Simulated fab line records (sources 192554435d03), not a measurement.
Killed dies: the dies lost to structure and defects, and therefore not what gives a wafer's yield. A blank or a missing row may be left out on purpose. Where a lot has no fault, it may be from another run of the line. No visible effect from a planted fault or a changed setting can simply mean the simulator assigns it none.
Matching of chambers :: flow n5_finfet :: N5_BEOL_M5_VIA_ETCH_34 on rie_diel-04: 4 sister chambers
The step etches SiCOH lowk in C4F6/O2, target depth 88.3 nm, time 39.2 s. 4 wafers are shown with their chamber, then 12 later ones without.

## WAFERS, EACH WITH ITS CHAMBER
wafer: L086.2
chamber: 1
rf_vpp_V (V): 706

wafer: L089.2
chamber: 0
rf_vpp_V (V): 652

wafer: L089.4
chamber: 3
rf_vpp_V (V): 673

wafer: L089.6
chamber: 2
rf_vpp_V (V): 665

## WAFERS WITH NO CHAMBER GIVEN
wafer: L091.2
rf_vpp_V (V): 665

wafer: L091.4
rf_vpp_V (V): 674

wafer: L091.6
rf_vpp_V (V): 674

wafer: L092.2
rf_vpp_V (V): 708

wafer: L092.5
rf_vpp_V (V): 705

wafer: L092.6
rf_vpp_V (V): 651

wafer: L093.3
rf_vpp_V (V): 650

wafer: L093.4
rf_vpp_V (V): 707

wafer: L093.5
rf_vpp_V (V): 708

wafer: L097.1
rf_vpp_V (V): 706

wafer: L097.4
rf_vpp_V (V): 650

wafer: L097.5
rf_vpp_V (V): 666

## WHICH CHAMBER EACH ONE RAN IN
wafer: L091.2
from the rows above: 2
in truth: 2

wafer: L091.4
from the rows above: 3
in truth: 3

wafer: L091.6
from the rows above: 3
in truth: 3

wafer: L092.2
from the rows above: 1
in truth: 1

wafer: L092.5
from the rows above: 1
in truth: 1

wafer: L092.6
from the rows above: 0
in truth: 0

wafer: L093.3
from the rows above: 0
in truth: 0

wafer: L093.4
from the rows above: 1
in truth: 1

wafer: L093.5
from the rows above: 1
in truth: 1

wafer: L097.1
from the rows above: 1
in truth: 1

wafer: L097.4
from the rows above: 0
in truth: 0

wafer: L097.5
from the rows above: 2
in truth: 2
Correctly placed: 12 of 12. Number that these rows cannot place: 0. Wrongly placed: 0.
How it was worked out, from the rows above alone: a wafer's distance from a chamber is the root of the sum, over the readings, of the square of ((its reading less the chamber's mean) divided by the reading's scatter). If the next closest chamber is less than 2 further off than the closest, the wafer can't be placed; otherwise it belongs to the closest. Each chamber's mean is taken over the wafers shown for it. The scatter (one wafer shown for each chamber): square how far every hidden wafer sits from the nearest shown wafer, average those squares and take the square root.
